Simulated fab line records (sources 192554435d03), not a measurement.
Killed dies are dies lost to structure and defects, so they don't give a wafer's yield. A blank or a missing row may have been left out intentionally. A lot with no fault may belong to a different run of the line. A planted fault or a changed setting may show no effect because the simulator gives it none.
Chamber matching	flow n5_finfet	N5_BEOL_M6_STRIP_67 on rie_diel-04 has 4 sister chambers
The step strips in CF4. 24 wafers are shown with their chamber, then 12 later ones without.

== WAFERS PAIRED WITH THEIR CHAMBERS ==
wafer	chamber	drypump_motor_current_A (A)	throttle_valve_pct (%)	showerhead_plenum_p_Torr (Torr)
L076.1	1	5.8	13.50	1.80
L076.2	2	4.7	13.55	1.83
L076.6	2	4.7	13.52	1.83
L077.3	3	5.7	13.78	1.87
L077.4	1	5.8	13.50	1.79
L077.5	2	4.7	13.54	1.83
L078.1	1	5.8	13.51	1.79
L078.2	2	4.7	13.54	1.83
L078.4	3	5.6	13.78	1.87
L080.1	0	5.5	13.12	1.89
L080.2	3	5.7	13.79	1.87
L080.6	2	4.7	13.56	1.82
L079.1	0	5.5	13.11	1.89
L079.3	3	5.7	13.81	1.87
L079.6	3	5.7	13.80	1.87
L083.2	3	5.6	13.82	1.86
L083.3	0	5.5	13.13	1.89
L083.4	0	5.5	13.12	1.89
L084.4	0	5.6	13.15	1.89
L084.5	3	5.6	13.81	1.86
L084.6	2	4.7	13.59	1.82
L088.1	1	5.8	13.51	1.79
L088.3	2	4.7	13.60	1.82
L088.4	0	5.6	13.15	1.89

SIGNATURES (averages over the wafers above)
reading	chamber 0	chamber 1	chamber 2	chamber 3	scatter within a chamber
drypump_motor_current_A	5.533	5.800	4.700	5.657	0.039
throttle_valve_pct	13.1300	13.5050	13.5571	13.7986	0.0199
showerhead_plenum_p_Torr	1.8900	1.7925	1.8257	1.8671	0.00441
Rule: for each reading, subtract the chamber's mean from the wafer's reading, divide by that reading's scatter and square the result; add these up over the readings and take the root, which gives the wafer's distance from the chamber. If the next closest chamber is less than 2 further off than the closest, the wafer can't be placed; otherwise it belongs to the closest. The scatter is the square root of a quotient: the sum, over the shown wafers, of each reading's squared deviation from its chamber's mean, divided by wafers minus chambers.

== WAFERS WHOSE CHAMBER IS MISSING ==
wafer	drypump_motor_current_A (A)	throttle_valve_pct (%)	showerhead_plenum_p_Torr (Torr)
L089.1	5.5	13.17	1.89
L089.2	5.7	13.84	1.86
L089.6	4.7	13.62	1.82
L090.1	5.8	13.53	1.79
L090.2	5.6	13.83	1.86
L090.4	5.5	13.16	1.89
L093.1	5.6	13.85	1.86
L093.2	5.5	13.17	1.88
L093.5	4.8	13.63	1.82
L092.1	4.7	13.62	1.82
L092.3	5.7	13.88	1.86
L092.4	5.6	13.89	1.86

== THE CHAMBER EACH PASSED THROUGH ==
wafer	from the rows above	in truth
L089.1	0	0
L089.2	3	3
L089.6	2	2
L090.1	1	1
L090.2	3	3
L090.4	0	0
L093.1	3	3
L093.2	0	0
L093.5	2	2
L092.1	2	2
L092.3	3	3
L092.4	3	3
Correct placement for 12 of the 12. Number that these rows cannot place: 0. Number placed wrongly: 0.
